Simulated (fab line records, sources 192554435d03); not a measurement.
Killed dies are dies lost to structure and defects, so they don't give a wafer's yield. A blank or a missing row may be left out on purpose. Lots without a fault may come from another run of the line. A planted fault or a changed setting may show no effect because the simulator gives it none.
Split-lot experiment | flow n5_finfet | 7 lots, 21 wafers read, on a route of 1938 steps

THE SPLIT
At N5_WELL_APT_EXPOSE_05 (exposes mask NWELL, defocus 0 nm, target cd 200 nm), the setting dose_mj was moved away from the recipe's 20.3 on 8 of the 21 wafers read, by -5.9% to +4.5%. The other wafers ran this setting at the recipe's value.

FROM THE SPLIT TO THE READING: what the file shows between them, 2 steps
- N5_WELL_APT_DEVELOP_07: develop time 45 s (also split here: develop_time_s)
- N5_WELL_APT_HARDBAKE_12: time 120 s

THE READING
cd_nm, in nm, at N5_WELL_APT_CD_MEAS_08 (target cd 200 nm). Fault-free wafers of this fab line usually give 199.2 nm, standard deviation 1 nm.

wafer  | tool, chamber at the split | dose_mj as run | against the recipe | cd_nm, nm | against lot-mates on the recipe
L076.1 | krf_scanner-01, 0          | 20.3           | recipe             | 199.0     | -
L076.2 | krf_scanner-01, 0          | 20.3           | recipe             | 199.4     | -
L076.5 | krf_scanner-01, 0          | 21             | +3.4%              | 206.1     | +6.9
L080.1 | krf_scanner-02, 0          | 20.3           | recipe             | 199.8     | -
L080.3 | krf_scanner-02, 0          | 20.3           | recipe             | 198.3     | -
L080.6 | krf_scanner-02, 0          | 20.3           | recipe             | 198.7     | -
L089.3 | krf_scanner-02, 0          | 20.3           | recipe             | 197.7     | -
L089.4 | krf_scanner-02, 0          | 19.11          | -5.9%              | 189.4     | -8.3
L089.5 | krf_scanner-02, 0          | 19.11          | -5.9%              | 188.2     | -9.5
L091.2 | krf_scanner-01, 0          | 20.3           | recipe             | 199.8     | -
L091.4 | krf_scanner-01, 0          | 20.3           | recipe             | 199.6     | -
L091.6 | krf_scanner-01, 0          | 20.3           | recipe             | 200.1     | -
L094.1 | krf_scanner-02, 0          | 20.3           | recipe             | 199.2     | -
L094.2 | krf_scanner-02, 0          | 21.22          | +4.5%              | 208.1     | +8.9
L094.5 | krf_scanner-02, 0          | 21.22          | +4.5%              | 206.8     | +7.6
L095.2 | krf_scanner-01, 0          | 20.3           | recipe             | 198.2     | -
L095.3 | krf_scanner-01, 0          | 20.3           | recipe             | 196.9     | -
L095.6 | krf_scanner-01, 0          | 20.3           | recipe             | 199.2     | -
L096.2 | krf_scanner-01, 0          | 21.05          | +3.7%              | 205.7     | no lot-mate on the recipe
L096.4 | krf_scanner-01, 0          | 21.05          | +3.7%              | 204.6     | no lot-mate on the recipe
L096.6 | krf_scanner-01, 0          | 21.05          | +3.7%              | 204.9     | no lot-mate on the recipe

THE FIT
A straight line over all 21 wafers: cd_nm changes by +1.77 nm for each +1% of dose_mj; r = +0.99; the points scatter about the line by 0.88 nm.
The same after taking each lot's own level away (the mean of its wafers on the recipe; 18 wafers): +1.67 nm for each +1%; r = +0.99; scatter 0.73 nm.
On that fit, the largest move of dose_mj shifts the reading by 9.8 nm.
The lots' own levels span 197.70 to 199.83 nm, that is 2.1 times the standard deviation above.
So the lot-to-lot level changes the slope little: the two slopes agree.
Check: with one of the wafers moved furthest among these (-5.9%) left out of the fit, the line predicts -10.2 nm for it against its lot-mates. It came out at -8.3 nm against them.

OTHER SPLITS ON THESE WAFERS
These wafers also went through other splits before the reading. Each is held against what the fit with the lots' levels taken away leaves over:
other split on the same wafers        | wafers away from the commonest value | r with cd_nm (lot level and that fit taken away)
N5_WELL_APT_DEVELOP_07 develop_time_s | 8                                    | +0.03

THE WHOLE CHAIN: every reading that the file lists as answering this split, in the file's order
step                   | what it does             | reading                                                         | change (the file's fit)             | r (the file's)
N5_WELL_APT_CD_MEAS_08 | target cd 200 nm         | cd_nm                                                           | +1.7 nm for each +1% of the setting | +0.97
N5_WELL_APT_DESCUM_13  | chemistry O2, time 7.9 s | WELL_APT.cd_nm (the simulator's own value, which no gauge read) | +1.7 nm for each +1% of the setting | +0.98

THE FILE'S OWN FIT
cd_nm changes by +1.7 nm for each +1% of dose_mj, r = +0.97.
